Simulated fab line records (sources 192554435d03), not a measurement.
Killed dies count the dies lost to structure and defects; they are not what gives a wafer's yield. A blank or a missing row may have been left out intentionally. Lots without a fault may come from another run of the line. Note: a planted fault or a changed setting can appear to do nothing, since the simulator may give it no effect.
Chamber matching || flow n5-finfet || N5_SPACER0_ALD_00 on ald-sin-02 has 4 sister chambers
The step deposits SiOCN, target thk 3.5 nm, pulse time 3 s, purge time 2 s. 8 wafers are shown with their chamber, then 7 later ones without.

## EACH WAFER AND ITS CHAMBER
{"wafer": "L084.1", "chamber": 1, "heater-power-w (W)": 779, "precursor-pulse-height-rel": 1.014}
{"wafer": "L085.1", "chamber": 3, "heater-power-w (W)": 749, "precursor-pulse-height-rel": 1.004}
{"wafer": "L085.2", "chamber": 2, "heater-power-w (W)": 923, "precursor-pulse-height-rel": 0.965}
{"wafer": "L092.1", "chamber": 0, "heater-power-w (W)": 795, "precursor-pulse-height-rel": 0.992}
{"wafer": "L092.2", "chamber": 2, "heater-power-w (W)": 900, "precursor-pulse-height-rel": 1.015}
{"wafer": "L092.3", "chamber": 1, "heater-power-w (W)": 783, "precursor-pulse-height-rel": 1.024}
{"wafer": "L092.4", "chamber": 3, "heater-power-w (W)": 759, "precursor-pulse-height-rel": 1.012}
{"wafer": "L092.5", "chamber": 0, "heater-power-w (W)": 801, "precursor-pulse-height-rel": 0.987}

## WAFERS WHOSE CHAMBER IS MISSING
{"wafer": "L092.6", "heater-power-w (W)": 790, "precursor-pulse-height-rel": 0.992}
{"wafer": "L093.2", "heater-power-w (W)": 917, "precursor-pulse-height-rel": 1.009}
{"wafer": "L093.4", "heater-power-w (W)": 765, "precursor-pulse-height-rel": 0.997}
{"wafer": "L093.6", "heater-power-w (W)": 934, "precursor-pulse-height-rel": 1.003}
{"wafer": "L095.1", "heater-power-w (W)": 801, "precursor-pulse-height-rel": 1.003}
{"wafer": "L095.4", "heater-power-w (W)": 782, "precursor-pulse-height-rel": 0.970}
{"wafer": "L095.6", "heater-power-w (W)": 779, "precursor-pulse-height-rel": 0.991}

## WHICH CHAMBER EACH WENT THROUGH
{"wafer": "L092.6", "from the rows above": "can't be placed: 0 or 1", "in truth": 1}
{"wafer": "L093.2", "from the rows above": 2, "in truth": 2}
{"wafer": "L093.4", "from the rows above": "can't be placed: 3 or 1", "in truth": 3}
{"wafer": "L093.6", "from the rows above": 2, "in truth": 2}
{"wafer": "L095.1", "from the rows above": "can't be placed: 0 or 1", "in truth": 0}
{"wafer": "L095.4", "from the rows above": "can't be placed: 0 or 1 or 3", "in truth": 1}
{"wafer": "L095.6", "from the rows above": "can't be placed: 1 or 0 or 3", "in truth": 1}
Placed correctly: 2 of 7. These rows do not allow placing 5 (true chamber among the candidates in 5). 0 placed wrongly.
How it was worked out, from the rows above alone: a wafer's distance from a chamber is the root of the sum, over the readings, of the square of ((its reading less the chamber's mean) divided by the reading's scatter). The wafer belongs to the nearest chamber; if the next one is less than 2 further off, it can't be placed. The mean given for a chamber averages the wafers shown for that chamber. How the scatter is found: for the shown wafers, subtract from each reading the mean of its chamber, square and add these, divide the total by (wafers less chambers), then take the root.
